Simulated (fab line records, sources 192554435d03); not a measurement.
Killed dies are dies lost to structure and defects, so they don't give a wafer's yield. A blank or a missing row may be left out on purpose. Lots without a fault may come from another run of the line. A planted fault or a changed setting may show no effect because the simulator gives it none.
One fault seen from 2 desks | flow n5_finfet | each desk has only its own numbers; what lay behind them comes last

THE METROLOGY DESK
What the gauges read, lot by lot, whatever tool the lot ran on: means of the sampled wafers that have a number. A lot is out of limits, marked OUT, if its mean lies more than 4 standard deviations from the usual mean; the brackets give that distance. Of its 14 readings 7 are shown: the one that was out of limits first, and those that lie furthest out on some lot.
Columns: A = thk_nm at N5_SD_EPI_P_EPI_MEAS_23, usual 61.0 nm; B = RS_SD_N at N5_SD_ACTIVATION_RS_MEAS_03, usual 21.85 ohm/sq; C = RS_SD_P at N5_SD_ACTIVATION_RS_MEAS_03, usual 56.2 ohm/sq; D = DIBL_N at N5_BEOL_M4_RC_MEAS_101, usual 36.0 mV/V; E = IOFF_P at N5_BEOL_M4_RC_MEAS_101, usual 0.21 nA/um; F = RS_SD_P at N5_BEOL_M4_RC_MEAS_101, usual 65.9 ohm/sq; G = SS_N at N5_BEOL_M4_RC_MEAS_101, usual 71.5 mV/dec
lot  | first seen here | A              | B     | C              | D    | E    | F              | G
L210 | day 3 08:46     | 61.8           | 21.78 | 56.0           | 35.1 | 0.21 | 66.2           | 71.3
L211 | day 3 18:09     | 59.9           | 21.47 | 56.9           | 33.9 | 0.18 | 67.3           | 71.9
L212 | day 4 01:21     | 60.7           | 21.80 | 55.5           | 37.0 | 0.23 | 65.2           | 72.1
L215 | day 4 15:28     | 74.1 (+11) OUT | 21.60 | 45.6 (-12) OUT | 39.8 | 0.29 | 53.7 (-12) OUT | 72.8
L217 | day 5 09:17     | 76.7 (+13) OUT | 22.46 | 45.1 (-13) OUT | 37.6 | 0.24 | 53.4 (-12) OUT | 71.7
L224 | day 7 02:53     | 61.9           | 21.80 | 56.3           | 37.4 | 0.23 | 65.2           | 71.5
L225 | day 7 06:53     | 61.1           | 22.13 | 55.0           | 35.3 | 0.22 | 64.5           | 71.6
L227 | day 7 16:16     | 60.7           | 21.71 | 55.9           | 38.0 | 0.23 | 65.6           | 71.8
L228 | day 8 01:13     | 62.0           | 22.08 | 55.2           | 35.4 | 0.24 | 64.1           | 71.4
L229 | day 8 05:25     | 59.9           | 21.93 | 57.4           | 33.6 | 0.17 | 67.1           | 70.9
L230 | day 8 10:03     | 62.2           | 21.82 | 54.7           | 36.4 | 0.23 | 64.3           | 72.1
L231 | day 8 18:33     | 60.7           | 22.15 | 55.9           | 36.8 | 0.26 | 65.6           | 71.6
L232 | day 8 22:31     | 62.8           | 21.57 | 55.9           | 38.1 | 0.25 | 65.3           | 72.0
L233 | day 9 08:16     | 62.0           | 21.82 | 56.4           | 35.5 | 0.18 | 65.0           | 70.9
This desk's finding: out of limits on L215, L217; first on L215, day 4 15:28 (thk_nm at N5_SD_EPI_P_EPI_MEAS_23). In limits: L210, L211, L212, L224, L225, L227, L228, L229, L230, L231, L232, L233.

THE TOOL OWNER'S DESK: epi_rpcvd-02
The tool's own readings at N5_SD_EPI_P_EPI_21 (deposits SiGe:B, time 355 s): means of the sampled wafers that have a number, for each lot that ran on this tool. A lot is out of limits, marked OUT, if its mean lies more than 4 standard deviations from the usual mean; the brackets give that distance.
Columns: A = susceptor_temp_C at N5_SD_EPI_P_EPI_21, usual 549.98 C
lot  | first seen here | A
L210 | day 3 06:48     | 549.73
L215 | day 4 12:33     | 550.09
L217 | day 5 07:18     | 550.12
L232 | day 8 21:02     | 549.77
This desk's finding: nothing out of limits on any of the 4 lots.

PUT TOGETHER
The metrology desk could have raised an alarm at day 4 15:28, on L215, L217.
The tool owner's desk saw nothing out of limits.
The tool owner's desk has L215, L217 on record, within its limits.
Of the lots named, all ran N5_SD_EPI_P_EPI_21 on epi_rpcvd-02.

WHAT THE SIMULATOR HAD PUT IN
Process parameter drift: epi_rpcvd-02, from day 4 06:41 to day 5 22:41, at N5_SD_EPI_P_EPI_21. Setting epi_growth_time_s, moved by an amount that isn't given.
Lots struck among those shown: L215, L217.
Hours from the fault's start to each desk's first reading out of limits: the metrology desk, 9.
